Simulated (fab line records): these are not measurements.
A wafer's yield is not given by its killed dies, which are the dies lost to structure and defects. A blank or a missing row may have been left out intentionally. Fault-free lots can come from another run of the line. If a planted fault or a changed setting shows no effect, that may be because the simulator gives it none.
fab line records ; flow n5Finfet
[record] lots = 7; wafers = 39
route steps=1938 shown BEOL_M4@1070 BEOL_M5@1112
startH: the number of hours between the record's first day and the start of the first shown wafer of the lot ; waitH: time in hours since the lot's previous step ; " as in the row above ; L1.1+2: one row covering several wafers at once ; - either no value or no given start ; * or withheld: withheld ; < > ~ a bound
route shown NAME@n: a module of which the file shows steps, and the number in the route of the first ; usual: average and standard deviation across the fault-free wafers ; same: alike in all rows ; chamber/n: place in a boat ; sites: each site's reading ; _std_site: the values' standard deviation ; _edge_site: outer sites' mean less inner sites' ; radiusMm: for every site, how far away it sits from the centre of the wafer ; mask NAME#n: copy n ; behind: the most recent tool/chamber to have shaped the wafer ; hold: why the lot was held/for how many hours/how that ended ; device: which transistor (n, p or np) failed to switch ; end of line: tests of these same wafers at the route's end ; a step given without rows: its recipe and nothing more ; killed: count of dies lost to structure and defects at first sort (not the wafer's yield) ; map: per-die view of a wafer (x killed, . not killed, _ where there is no die)
set.NAME: the setting that was run; set.NAME@STEP: the one run at that earlier step ; model.NAME: the simulator's own value behind a step, which no gauge read
lots whose settings were changed on purpose; a table a step, a row a wafer
[[steps]]
[step N5_BEOL_M4_TRENCH_ETCH_37]
[recipe] chemistry = C4F6/O2; targetDepthA = 555.55; target = SiOC; timeS = 29.2; ionEnergyEv = 250; pressureMtorr = 30; sourceW = 355; biasW = 185; Ar_flow_sccm = 300; C4F6_flow_sccm = 10; O2_flow_sccm = 10
lot.wafer;tool;chamber;startH;waitH;set.targetDepthA;model.BEOL_M4.featureDepthNm;model.etch.depthNm;model.TiN_of_BEOL_M4_HM_DEP_02.thkNm
L079.1;rieDiel-04;3;-;-;555.55;56.2;56.12;17.8
L079.3;rieDiel-04;1;-;-;555.55;55.4;55.31;17.4
L079.6;rieDiel-04;1;-;-;555.55;55.6;55.59;17.4
L081.1;rieDiel-06;0;-;-;555.55;54.6;54.68;17.6
L081.2;rieDiel-06;3;-;-;555.55;57.2;57.2;17.2
L081.3;rieDiel-06;1;-;-;224.1;22.6;22.55;19.2
L081.4;rieDiel-06;2;-;-;224.1;23;23.04;19.4
L081.5;rieDiel-06;3;-;-;224.1;23.2;23.17;19
L081.6;rieDiel-06;0;-;-;555.55;54.2;54.29;18
L084.1;rieDiel-06;3;-;-;242.6;24.8;24.8;18.8
L084.2;rieDiel-06;0;-;-;242.6;24;24.09;18.6
L084.3;rieDiel-06;1;-;-;555.55;55.2;55.28;17.6
L084.4;rieDiel-06;2;-;-;555.55;57.6;57.54;17.6
L084.5;rieDiel-06;0;-;-;242.6;23.8;23.87;18.6
L084.6;rieDiel-06;1;-;-;555.55;55.2;55.11;17.8
L085.1;rieDiel-06;3;-;-;555.55;57.2;57.21;18
L085.2;rieDiel-06;2;-;-;555.55;57.6;57.55;17.4
L085.3;rieDiel-06;0;-;-;305.4;30.6;30.66;19
L085.4;rieDiel-06;1;-;-;555.55;55.6;55.69;17.8
L085.5;rieDiel-06;0;-;-;305.4;30.8;30.77;19
L085.6;rieDiel-06;1;-;-;305.4;30.6;30.54;18.6
L091.1;rieDiel-04;2;-;-;389.6;37.4;37.37;18.6
L091.2;rieDiel-04;1;-;-;555.55;55.4;55.45;18
L091.3;rieDiel-04;0;-;-;389.6;38.4;38.48;18.6
L091.4;rieDiel-04;3;-;-;389.6;39;39.02;18.4
L091.5;rieDiel-04;3;-;-;555.55;55.6;55.5;18
L091.6;rieDiel-04;2;-;-;555.55;53.2;53.24;18.2
L088.1;rieDiel-06;1;-;-;351.4;35.2;35.15;18.6
L088.2;rieDiel-06;0;-;-;555.55;55.6;55.61;17.8
L088.3;rieDiel-06;3;-;-;555.55;56.4;56.36;17.6
L088.4;rieDiel-06;2;-;-;555.55;57.6;57.57;17.2
L088.5;rieDiel-06;2;-;-;351.4;36;36.06;18.4
L088.6;rieDiel-06;3;-;-;351.4;36;35.91;18.6
L095.1;rieDiel-05;3;-;-;371.9;38.2;38.29;18
L095.2;rieDiel-05;0;-;-;555.55;54.8;54.82;17.8
L095.3;rieDiel-05;1;-;-;371.9;37.4;37.44;18.4
L095.4;rieDiel-05;2;-;-;555.55;55.8;55.79;17.4
L095.5;rieDiel-05;3;-;-;371.9;38.4;38.37;18.4
L095.6;rieDiel-05;0;-;-;555.55;54.4;54.45;17.4
[step N5_BEOL_M4_ETCH_41]
[recipe] chemistry = CH3F/O2; target = SiCN; targetDepthA = 299; taperDeg = 2; timeS = 52.5; ionEnergyEv = 120; maskMaterial = TiN; pressureMtorr = 30; sourceW = 395; biasW = 75; Ar_flow_sccm = 150; CH3F_flow_sccm = 30; O2_flow_sccm = 20
[step N5_BEOL_M4_STRIP_97]
[recipe] chemistry = N2/H2; timeS = 10; powerW = 450; tempC = 40; pressureMtorr = 20; rfFrequencyHz = 6e+07; biasPowerW = 7; n2FlowSccm = 200; h2FlowSccm = 200
[step N5_BEOL_M4_OCD_MEAS_38]
[usual] trenchDepthNm = 55.8/1.1
lot.wafer;tool;chamber;startH;waitH;set.targetDepthA@BEOL_M4_TRENCH_ETCH_37;trenchDepthNm
L079.1;ocd-02;-;199.07;-;555.55;55.5
L079.3;ocd-02;-;199.07;-;555.55;55.4
L079.6;ocd-02;-;199.07;-;555.55;55.7
L081.1;ocd-01;-;199.10;-;555.55;54.8
L081.2;ocd-01;-;199.10;-;555.55;57.3
L081.3;ocd-01;-;199.10;-;224.1;22.0
L081.4;ocd-01;-;199.10;-;224.1;23.0
L081.5;ocd-01;-;199.10;-;224.1;23.2
L081.6;ocd-01;-;199.10;-;555.55;54.7
L084.1;ocd-02;-;221.66;-;242.6;25.1
L084.2;ocd-02;-;221.66;-;242.6;24.0
L084.3;ocd-02;-;221.66;-;555.55;55.1
L084.4;ocd-02;-;221.66;-;555.55;57.1
L084.5;ocd-02;-;221.66;-;242.6;24.0
L084.6;ocd-02;-;221.66;-;555.55;54.9
L085.1;ocd-01;-;240.23;-;555.55;57.7
L085.2;ocd-01;-;240.23;-;555.55;57.3
L085.3;ocd-01;-;240.23;-;305.4;30.7
L085.4;ocd-01;-;240.23;-;555.55;56.4
L085.5;ocd-01;-;240.23;-;305.4;31.0
L085.6;ocd-01;-;240.23;-;305.4;30.3
L091.1;ocd-01;-;256.99;-;389.6;37.0
L091.2;ocd-01;-;256.99;-;555.55;55.6
L091.3;ocd-01;-;256.99;-;389.6;38.5
L091.4;ocd-01;-;256.99;-;389.6;39.0
L091.5;ocd-01;-;256.99;-;555.55;55.2
L091.6;ocd-01;-;256.99;-;555.55;53.4
L088.1;ocd-01;-;257.04;-;351.4;35.1
L088.2;ocd-01;-;257.04;-;555.55;55.8
L088.3;ocd-01;-;257.04;-;555.55;56.5
L088.4;ocd-01;-;257.04;-;555.55;58.0
L088.5;ocd-01;-;257.04;-;351.4;35.9
L088.6;ocd-01;-;257.04;-;351.4;36.1
L095.1;ocd-01;-;305.77;-;371.9;37.5
L095.2;ocd-01;-;305.77;-;555.55;55.1
L095.3;ocd-01;-;305.77;-;371.9;37.3
L095.4;ocd-01;-;305.77;-;555.55;56.0
L095.5;ocd-01;-;305.77;-;371.9;38.0
L095.6;ocd-01;-;305.77;-;555.55;54.9
[step N5_BEOL_M4_HM_STRIP_39]
[recipe] chemistry = peroxideTinStrip; material = TiN; targetDepthA = 250; tempC = 50; timeS = 158
[step N5_BEOL_M4_SRD_40]
[recipe] timeS = 30; tempC = 23; rinseLiquid = diw; dry = ipaMarangoni
[step N5_BEOL_M4_ECD_50]
[recipe] material = Cu; targetThkA = 3000
[step N5_BEOL_M4_ANNEAL_51]
[recipe] tempC = 225; timeS = 90; ambient = N2
[step N5_BEOL_M4_CMP_52]
[recipe] stopOn = SiOC; tOverpolishS = 6.8; downForcePsi = 1; platenRpm = 50; clearingPlatenDownForcePsi = 1.5; clearingPlatenRpm = 50; postCmpClean = cuAlkaline; targetThkNm = 40; clearingPlatenPadVelocityMS = 0.99484; padVelocityMS = 0.99484
lot.wafer;tool;chamber;startH;waitH;set.targetDepthA@BEOL_M4_TRENCH_ETCH_37;model.Cu_of_BEOL_M4_ECD_50.thkNm
L081.3;cmp-01;2;202.37;0.2;224.1;7.2
L081.4;cmp-01;3;202.37;0.2;224.1;6.4
L081.1;cmp-01;0;202.37;0.2;555.55;37.6
L081.2;cmp-01;1;202.37;0.2;555.55;41.4
L081.5;cmp-01;2;202.37;0.2;224.1;7.8
L081.6;cmp-01;3;202.37;0.2;555.55;36.8
L079.1;cmp-04;0;202.49;0.3;555.55;38.4
L079.3;cmp-04;1;202.49;0.3;555.55;39.8
L079.6;cmp-04;0;202.49;0.3;555.55;38.2
L084.1;cmp-04;3;225.00;0.3;242.6;9
L084.3;cmp-04;0;225.00;0.3;555.55;38.8
L084.4;cmp-04;1;225.00;0.3;555.55;41.2
L084.2;cmp-04;2;225.00;0.3;242.6;7.6
L084.5;cmp-04;3;225.00;0.3;242.6;8.8
L084.6;cmp-04;0;225.00;0.3;555.55;38.4
L085.4;cmp-01;1;243.83;0.1;555.55;41.2
L085.3+6;cmp-01;2;243.83;0.1;305.4;16
L085.1;cmp-01;3;243.83;0.1;555.55;40.2
L085.2;cmp-01;0;243.83;0.1;555.55;41.8
L085.5;cmp-01;1;243.83;0.1;305.4;15.2
L091.4;cmp-03;2;260.37;0.1;389.6;23.2
L091.1;cmp-03;3;260.37;0.1;389.6;22
L091.2;cmp-03;0;260.37;0.1;555.55;40.4
L091.3;cmp-03;1;260.37;0.1;389.6;25
L091.6;cmp-03;2;260.37;0.1;555.55;38.6
L091.5;cmp-03;3;260.37;0.1;555.55;41.4
L088.3;cmp-03;3;260.66;0.2;555.55;42.4
L088.4;cmp-03;0;260.66;0.2;555.55;42.8
L088.1;cmp-03;1;260.66;0.2;351.4;21
L088.2;cmp-03;2;260.66;0.2;555.55;40.8
L088.6;cmp-03;3;260.66;0.2;351.4;21.6
L088.5;cmp-03;0;260.66;0.2;351.4;20.8
L095.4;cmp-01;1;309.51;0.1;555.55;40.4
L095.3;cmp-01;2;309.51;0.1;371.9;23.8
L095.1;cmp-01;3;309.51;0.1;371.9;22
L095.2;cmp-01;0;309.51;0.1;555.55;40
L095.6;cmp-01;1;309.51;0.1;555.55;39.4
L095.5;cmp-01;2;309.51;0.1;371.9;23.4
[step N5_BEOL_M4_THK_MEAS_53]
[recipe] thkMeasGauge = xrf; reads = Cu_of_BEOL_M4_ECD_50
[usual] M4_THK = 40.8/1.7
lot.wafer;tool;chamber;startH;waitH;set.targetDepthA@BEOL_M4_TRENCH_ETCH_37;M4_THK[nm]
L081.1;filmMetro-02;-;202.67;-;555.55;38.0
L081.2;filmMetro-02;-;202.67;-;555.55;41.9
L081.3;filmMetro-02;-;202.67;-;224.1;7.2
L081.4;filmMetro-02;-;202.67;-;224.1;6.5
L081.5;filmMetro-02;-;202.67;-;224.1;7.8
L081.6;filmMetro-02;-;202.67;-;555.55;37.5
L079.1;filmMetro-01;-;202.75;-;555.55;39.0
L079.3;filmMetro-01;-;202.75;-;555.55;40.4
L079.6;filmMetro-01;-;202.75;-;555.55;38.8
L084.1;filmMetro-02;-;225.30;-;242.6;9.0
L084.2;filmMetro-02;-;225.30;-;242.6;7.7
L084.3;filmMetro-02;-;225.30;-;555.55;38.8
L084.4;filmMetro-02;-;225.30;-;555.55;41.4
L084.5;filmMetro-02;-;225.30;-;242.6;8.9
L084.6;filmMetro-02;-;225.30;-;555.55;38.8
L085.1;filmMetro-02;-;244.12;-;555.55;41.1
L085.2;filmMetro-02;-;244.12;-;555.55;42.8
L085.3;filmMetro-02;-;244.12;-;305.4;16.3
L085.4;filmMetro-02;-;244.12;-;555.55;41.8
L085.5;filmMetro-02;-;244.12;-;305.4;15.5
L085.6;filmMetro-02;-;244.12;-;305.4;16.4
L091.1;filmMetro-01;-;260.67;-;389.6;22.5
L091.2;filmMetro-01;-;260.67;-;555.55;41.3
L091.3;filmMetro-01;-;260.67;-;389.6;25.5
L091.4;filmMetro-01;-;260.67;-;389.6;23.6
L091.5;filmMetro-01;-;260.67;-;555.55;42.2
L091.6;filmMetro-01;-;260.67;-;555.55;39.3
L088.1;filmMetro-01;-;260.96;-;351.4;21.5
L088.2;filmMetro-01;-;260.96;-;555.55;41.4
L088.3;filmMetro-01;-;260.96;-;555.55;43.2
L088.4;filmMetro-01;-;260.96;-;555.55;43.4
L088.5;filmMetro-01;-;260.96;-;351.4;21.0
L088.6;filmMetro-01;-;260.96;-;351.4;21.8
L095.1;filmMetro-02;-;309.80;-;371.9;21.9
L095.2;filmMetro-02;-;309.80;-;555.55;39.8
L095.3;filmMetro-02;-;309.80;-;371.9;23.8
L095.4;filmMetro-02;-;309.80;-;555.55;40.0
L095.5;filmMetro-02;-;309.80;-;371.9;23.5
L095.6;filmMetro-02;-;309.80;-;555.55;39.1
[step N5_BEOL_M4_PRE_CLEAN_60]
[recipe] gas = NH3/H2; timeS = 15; tempC = *; rfPowerW = 300
[step N5_BEOL_M4_CO_CAP_55]
[recipe] material = Co; targetThkA = 20; tempC = 200; precursor = CCTBA/H2; pressureTorr = 30; timeS = 102.1
[step N5_BEOL_M4_PRE_CLEAN_56]
[recipe] gas = NH3; timeS = 15; tempC = withheld; rfPowerW = 300
[step N5_BEOL_M4_DEP_57]
[recipe] material = SiCN; targetThkA = 80; tempC = withheld; precursor = 3MS/NH3; pressureTorr = 3; rfW = 202; timeS = 14
[step N5_BEOL_M4_RS_MEAS_58]
[recipe] thkMeasGauge = four-point-probe; reads = Co_of_BEOL_M4_CO_CAP_55+Cu_of_BEOL_M4_ECD_50+Co_of_BEOL_M4_CVD_47+TaN_of_BEOL_M4_ALD_84
[usual] M4_RS = 0.66/0.034
lot.wafer;tool;chamber;startH;waitH;set.targetDepthA@BEOL_M4_TRENCH_ETCH_37;M4_RS[ohm/sq]
L081.1;filmMetro-02;-;202.96;0.1;555.55;0.72
L081.2;filmMetro-02;-;202.96;0.1;555.55;0.64
L081.3;filmMetro-02;-;202.96;0.1;224.1;7.37
L081.4;filmMetro-02;-;202.96;0.1;224.1;8.83
L081.5;filmMetro-02;-;202.96;0.1;224.1;6.65
L081.6;filmMetro-02;-;202.96;0.1;555.55;0.75
L079.1;filmMetro-01;-;203.06;0.0;555.55;0.71
L079.3;filmMetro-01;-;203.06;0.0;555.55;0.67
L079.6;filmMetro-01;-;203.06;0.0;555.55;0.71
L084.1;filmMetro-02;-;225.56;0.0;242.6;5.39
L084.2;filmMetro-02;-;225.56;0.0;242.6;6.72
L084.3;filmMetro-02;-;225.56;0.0;555.55;0.70
L084.4;filmMetro-02;-;225.56;0.0;555.55;0.64
L084.5;filmMetro-02;-;225.56;0.0;242.6;5.50
L084.6;filmMetro-02;-;225.56;0.0;555.55;0.70
L085.1;filmMetro-02;-;244.38;0.0;555.55;0.66
L085.2;filmMetro-02;-;244.38;0.0;555.55;0.63
L085.3;filmMetro-02;-;244.38;0.0;305.4;2.33
L085.4;filmMetro-02;-;244.38;0.0;555.55;0.64
L085.5;filmMetro-02;-;244.38;0.0;305.4;2.48
L085.6;filmMetro-02;-;244.38;0.0;305.4;2.31
L091.1;filmMetro-02;-;260.93;0.0;389.6;1.48
L091.2;filmMetro-02;-;260.93;0.0;555.55;0.66
L091.3;filmMetro-02;-;260.93;0.0;389.6;1.25
L091.4;filmMetro-02;-;260.93;0.0;389.6;1.38
L091.5;filmMetro-02;-;260.93;0.0;555.55;0.64
L091.6;filmMetro-02;-;260.93;0.0;555.55;0.70
L088.1;filmMetro-02;-;261.22;0.0;351.4;1.57
L088.2;filmMetro-02;-;261.22;0.0;555.55;0.65
L088.3;filmMetro-02;-;261.22;0.0;555.55;0.62
L088.4;filmMetro-02;-;261.22;0.0;555.55;0.61
L088.5;filmMetro-02;-;261.22;0.0;351.4;1.61
L088.6;filmMetro-02;-;261.22;0.0;351.4;1.54
L095.1;filmMetro-01;-;310.22;0.0;371.9;1.50
L095.2;filmMetro-01;-;310.22;0.0;555.55;0.67
L095.3;filmMetro-01;-;310.22;0.0;371.9;1.34
L095.4;filmMetro-01;-;310.22;0.0;555.55;0.66
L095.5;filmMetro-01;-;310.22;0.0;371.9;1.37
L095.6;filmMetro-01;-;310.22;0.0;555.55;0.68
[step N5_BEOL_M5_ILD_DEP_00]
[recipe] material = SiCOH_lowk; targetThkA = 1406.4; tempC = 300; precursor = DEMS/porogen; pressureTorr = 5; rfW = 500; timeS = 25.9
lot.wafer;tool;chamber;startH;waitH;set.timeS;model.SiCOH_lowk_of_BEOL_M5_ILD_DEP_00.thkNm
L081.1;pecvd-01;2;203.97;0.8;14.2;81
L081.2;pecvd-01;0;203.97;0.8;25.9;141
L081.3;pecvd-01;1;203.97;0.8;14.2;79.6
L081.4;pecvd-01;1;203.97;0.8;25.9;143.2
L081.5;pecvd-01;0;203.97;0.8;25.9;142.8
L081.6;pecvd-01;2;203.97;0.8;14.2;82.6
L079.1;pecvd-03;0;204.08;0.8;25.9;139
L079.3;pecvd-03;1;204.08;0.8;25.9;140.2
L079.6;pecvd-03;0;204.08;0.8;25.9;140
L084.1;pecvd-03;1;226.57;0.8;25.9;142
L084.2;pecvd-03;2;226.57;0.8;12.86;75
L084.3+4;pecvd-03;0,1;226.57;0.8;12.86;74
L084.5;pecvd-03;0;226.57;0.8;25.9;142.4
L084.6;pecvd-03;2;226.57;0.8;25.9;143.4
L085.1;pecvd-01;1;245.40;0.8;25.9;138.4
L085.2;pecvd-01;0;245.40;0.8;36.58;196.8
L085.3;pecvd-01;2;245.40;0.8;36.58;198.6
L085.4;pecvd-01;1;245.40;0.8;25.9;142.2
L085.5;pecvd-01;0;245.40;0.8;25.9;144.6
L085.6;pecvd-01;2;245.40;0.8;36.58;201.4
L091.1;pecvd-01;0;261.95;0.8;25.9;140.2
L091.2;pecvd-01;1;261.95;0.8;25.9;137.2
L091.3;pecvd-01;0;261.95;0.8;25.9;143
L091.4;pecvd-01;1;261.95;0.8;39.62;212.8
L091.5;pecvd-01;1;261.95;0.8;39.62;213.4
L091.6;pecvd-01;0;261.95;0.8;39.62;214.4
L088.1;pecvd-03;2;262.24;0.8;25.9;135.8
L088.2;pecvd-03;1;262.24;0.8;25.9;138
L088.3;pecvd-03;2;262.24;0.8;25.9;136.6
L088.4;pecvd-03;1;262.24;0.8;36.96;197.8
L088.5;pecvd-03;1;262.24;0.8;36.96;196.4
L088.6;pecvd-03;2;262.24;0.8;36.96;196.2
L095.1;pecvd-02;0;311.23;0.8;25.9;141.4
L095.2;pecvd-02;2;311.23;0.8;33.86;180.2
L095.3;pecvd-02;1;311.23;0.8;33.86;180
L095.4;pecvd-02;0;311.23;0.8;33.86;182.6
L095.5;pecvd-02;1;311.23;0.8;25.9;143.4
L095.6;pecvd-02;2;311.23;0.8;25.9;140
[step N5_BEOL_M5_CURE_79]
[recipe] tempC = 385; timeS = 240; ambient = He/Ar; material = SiCOH_lowk
lot.wafer;tool;chamber;startH;waitH;set.timeS@BEOL_M5_ILD_DEP_00;model.SiCOH_lowk_of_BEOL_M5_ILD_DEP_00.thkNm
L081.1;uvCure-03;2;204.03;0.0;14.2;69.4
L081.2;uvCure-03;2;204.03;0.0;25.9;121.2
L081.3;uvCure-03;2;204.03;0.0;14.2;68.4
L081.4;uvCure-03;2;204.03;0.0;25.9;123.4
L081.5;uvCure-03;2;204.03;0.0;25.9;122.8
L081.6;uvCure-03;2;204.03;0.0;14.2;70.8
L079.1;uvCure-02;1;204.14;0.0;25.9;119.6
L079.3;uvCure-02;1;204.14;0.0;25.9;120.6
L079.6;uvCure-02;1;204.14;0.0;25.9;120.4
L084.1;uvCure-01;2;226.63;0.0;25.9;122.2
L084.2;uvCure-01;2;226.63;0.0;12.86;64.2
L084.3+4;uvCure-01;2;226.63;0.0;12.86;63.4
L084.5;uvCure-01;2;226.63;0.0;25.9;122.4
L084.6;uvCure-01;2;226.63;0.0;25.9;123.4
L085.1;uvCure-02;0;245.46;0.0;25.9;119
L085.2;uvCure-02;0;245.46;0.0;36.58;170
L085.3;uvCure-02;0;245.46;0.0;36.58;171.6
L085.4;uvCure-02;0;245.46;0.0;25.9;122.4
L085.5;uvCure-02;0;245.46;0.0;25.9;124.6
L085.6;uvCure-02;0;245.46;0.0;36.58;174
L091.1;uvCure-02;2;262.03;0.1;25.9;120.6
L091.2;uvCure-02;2;262.03;0.1;25.9;118
L091.3;uvCure-02;2;262.03;0.1;25.9;123.2
L091.4;uvCure-02;2;262.03;0.1;39.62;184
L091.5;uvCure-02;2;262.03;0.1;39.62;184.4
L091.6;uvCure-02;2;262.03;0.1;39.62;185.2
L088.1;uvCure-01;2;262.32;0.1;25.9;116.8
L088.2;uvCure-01;2;262.32;0.1;25.9;118.6
L088.3;uvCure-01;2;262.32;0.1;25.9;117.4
L088.4;uvCure-01;2;262.32;0.1;36.96;170.6
L088.5;uvCure-01;2;262.32;0.1;36.96;169.6
L088.6;uvCure-01;2;262.32;0.1;36.96;169.4
L095.1;uvCure-01;1;311.29;0.0;25.9;121.8
L095.2;uvCure-01;1;311.29;0.0;33.86;155.4
L095.3;uvCure-01;1;311.29;0.0;33.86;155.2
L095.4;uvCure-01;1;311.29;0.0;33.86;157.4
L095.5;uvCure-01;1;311.29;0.0;25.9;123.4
L095.6;uvCure-01;1;311.29;0.0;25.9;120.4
[step N5_BEOL_M5_THK_MEAS_01]
[recipe] reads = SiCOH_lowk_of_BEOL_M5_ILD_DEP_00
[usual] M5_ILD_THK = 121.1/1.6
lot.wafer;tool;chamber;startH;waitH;set.timeS@BEOL_M5_ILD_DEP_00;M5_ILD_THK[nm]
L081.1;filmMetro-02;-;204.55;0.4;14.2;69.4
L081.2;filmMetro-02;-;204.55;0.4;25.9;121.3
L081.3;filmMetro-02;-;204.55;0.4;14.2;68.3
L081.4;filmMetro-02;-;204.55;0.4;25.9;123.3
L081.5;filmMetro-02;-;204.55;0.4;25.9;122.8
L081.6;filmMetro-02;-;204.55;0.4;14.2;70.9
L079.1;filmMetro-02;-;204.65;0.4;25.9;119.5
L079.3;filmMetro-02;-;204.65;0.4;25.9;120.6
L079.6;filmMetro-02;-;204.65;0.4;25.9;120.4
L084.1;filmMetro-02;-;227.15;0.4;25.9;122.1
L084.2;filmMetro-02;-;227.15;0.4;12.86;64.2
L084.3;filmMetro-02;-;227.15;0.4;12.86;63.4
L084.4;filmMetro-02;-;227.15;0.4;12.86;63.5
L084.5;filmMetro-02;-;227.15;0.4;25.9;122.5
L084.6;filmMetro-02;-;227.15;0.4;25.9;123.3
L085.1;filmMetro-02;-;245.97;0.4;25.9;118.9
L085.2;filmMetro-02;-;245.97;0.4;36.58;169.8
L085.3;filmMetro-02;-;245.97;0.4;36.58;171.5
L085.4;filmMetro-02;-;245.97;0.4;25.9;122.4
L085.5;filmMetro-02;-;245.97;0.4;25.9;124.5
L085.6;filmMetro-02;-;245.97;0.4;36.58;173.9
L091.1;filmMetro-02;-;262.54;0.4;25.9;120.7
L091.2;filmMetro-02;-;262.54;0.4;25.9;118.0
L091.3;filmMetro-02;-;262.54;0.4;25.9;123.2
L091.4;filmMetro-02;-;262.54;0.4;39.62;183.8
L091.5;filmMetro-02;-;262.54;0.4;39.62;184.2
L091.6;filmMetro-02;-;262.54;0.4;39.62;185.4
L088.1;filmMetro-02;-;263.31;0.8;25.9;116.9
L088.2;filmMetro-02;-;263.31;0.8;25.9;118.7
L088.3;filmMetro-02;-;263.31;0.8;25.9;117.4
L088.4;filmMetro-02;-;263.31;0.8;36.96;170.6
L088.5;filmMetro-02;-;263.31;0.8;36.96;169.4
L088.6;filmMetro-02;-;263.31;0.8;36.96;169.3
L095.1;filmMetro-01;-;311.81;0.4;25.9;121.8
L095.2;filmMetro-01;-;311.81;0.4;33.86;155.4
L095.3;filmMetro-01;-;311.81;0.4;33.86;155.3
L095.4;filmMetro-01;-;311.81;0.4;33.86;157.4
L095.5;filmMetro-01;-;311.81;0.4;25.9;123.3
L095.6;filmMetro-01;-;311.81;0.4;25.9;120.5
[[key]]
[split] step = N5_BEOL_M4_TRENCH_ETCH_37; setting = targetDepthA; stated = 555.55; by = wafer
[response] step = N5_BEOL_M4_TRENCH_ETCH_37; reading = model.BEOL_M4.featureDepthNm; change = +0.556; per = 1%; r = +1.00
[response] step = N5_BEOL_M4_TRENCH_ETCH_37; reading = model.etch.depthNm; change = +0.556; per = 1%; r = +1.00
[response] step = N5_BEOL_M4_TRENCH_ETCH_37; reading = model.TiN_of_BEOL_M4_HM_DEP_02.thkNm; change = -0.023; per = 1%; r = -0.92
[response] step = N5_BEOL_M4_OCD_MEAS_38; reading = trenchDepthNm; change = +0.56; per = 1%; r = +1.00
[response] step = N5_BEOL_M4_CMP_52; reading = model.Cu_of_BEOL_M4_ECD_50.thkNm; change = +0.545; per = 1%; r = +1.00
[response] step = N5_BEOL_M4_THK_MEAS_53; reading = M4_THK; change = +0.551; per = 1%; r = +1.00
[response] step = N5_BEOL_M4_RS_MEAS_58; reading = M4_RS; shape = bent; atLowest = 7.62; atStated = 0.67; atHighest = 0.67
[split] step = N5_BEOL_M5_ILD_DEP_00; setting = timeS; stated = 25.9; by = wafer
[response] step = N5_BEOL_M5_ILD_DEP_00; reading = model.SiCOH_lowk_of_BEOL_M5_ILD_DEP_00.thkNm; change = +1.37; per = 1%; r = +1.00
[response] step = N5_BEOL_M5_CURE_79; reading = model.SiCOH_lowk_of_BEOL_M5_ILD_DEP_00.thkNm; change = +1.19; per = 1%; r = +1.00
[response] step = N5_BEOL_M5_THK_MEAS_01; reading = M5_ILD_THK; change = +1.19; per = 1%; r = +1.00
